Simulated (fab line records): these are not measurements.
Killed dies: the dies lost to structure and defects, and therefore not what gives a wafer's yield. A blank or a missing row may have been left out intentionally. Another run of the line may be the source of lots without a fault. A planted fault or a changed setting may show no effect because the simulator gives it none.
A struck lot beside a sound one :: flow nandHarc :: 12 out of 1302 route steps
Sound: the wafers L605.1, L605.2, L605.6. Wafers L611.1, L611.3, L611.5 were the ones struck. Last of all comes the cause.
At each step with rows: each side's tool, then ch and its chambers, then its first start. Under that, the readings that differ: sound wafers :: struck wafers :: difference of the means :: sigmas: that difference in standard deviations of wafers without a fault.
alike: words and numbers the same on both sides, and readings whose means are apart by under 2 such deviations; not compared: readings that were withheld, readings missing a value for some wafer, numbers with overlapping values and no deviation given by the record, and bounds like >300 which may hide the same value.
Wherever a step has rows on one side only, a row that says differs or no value, or a row with sigmas, the two part there. Numbers that have no deviation but don't overlap get no sigmas and don't part them. A reading missing from all wafers of one side parts the sides only when that side holds two or more wafers.

first, 1 step without rows for these wafers: NHARC_A_CHANNEL_FILL_D2_ANNEAL_22 (time 7200 s).
NHARC_A_CHANNEL_FILL_D2_ALD_25: deposits SiOx, target thk 60 nm, pulse time 10 s, ald cycles 600.
  sound on aldHk-04 ch 0,2,3, day 16 21:09; struck on aldHk-02 ch 0,1,2, day 19 08:57
  alike: heaterPowerW, precursorPulseHeightRel
NHARC_A_CHANNEL_FILL_D2_ETCHBACK_08: etches the open film in C4F8, target depth 220 nm, time 110 s.
  sound: rieDiel-05 ch 1,3; struck: rieDiel-12 ch 0,2
  alike: oesProductAu, rfVppV
  not compared: rfHoursCounterH
NHARC_A_CHANNEL_FILL_D2_STRIP_29: strips in O2, time 20 s.
  sound on rieDiel-05 ch 0,1,3; struck on rieDiel-05 ch 1,3, day 19 13:26
  alike: drypumpMotorCurrentA, oesProductAu, rfVppV, showerheadPlenumPTorr, throttleValvePct
  not compared: rfHoursCounterH
then, 3 steps without rows for these wafers: NHARC_A_CHANNEL_FILL_D2_PRECLEAN_30 (cleans in dHF, time 30 s); NHARC_A_CHANNEL_FILL_D2_SRD_31; NHARC_A_CHANNEL_FILL_D2_CVD_09 (deposits poly-Si, target thk 150 nm, time 3000 s).
NHARC_A_CHANNEL_FILL_D2_CMP_10: polishes, target thk 150 nm.
  sound on cmp-01 ch 0,1,3, day 17 08:32; struck on cmp-04 ch 1,2,3, day 19 19:01
  alike: motorCurrentA, retainingRingPressureFrac, timeToEndpointS
  not compared: padLifeWafers
following that, these wafers have no rows for 1 step: NHARC_A_CHANNEL_FILL_D2_SRD_12.
NHARC_A_CHANNEL_FILL_D2_RTA_24: time 5 s.
  sound on rtpAnneal-02 ch 0, day 17 08:56; struck on rtpAnneal-01 ch 0, day 19 19:48
  alike: lampPowerPct, wafer_temp_C_max
NHARC_A_CHANNEL_FILL_D2_INSPECT_13:
  struck on defectInspect-01, day 19 19:59; sound on defectInspect-01, day 17 09:08
  alike: rawDefectCount
following that, these wafers have no rows for 1 step: NHARC_END_SORT_01.

== WHERE THEY PART ==
Nowhere in this record.

WHY: whatever the simulator had introduced
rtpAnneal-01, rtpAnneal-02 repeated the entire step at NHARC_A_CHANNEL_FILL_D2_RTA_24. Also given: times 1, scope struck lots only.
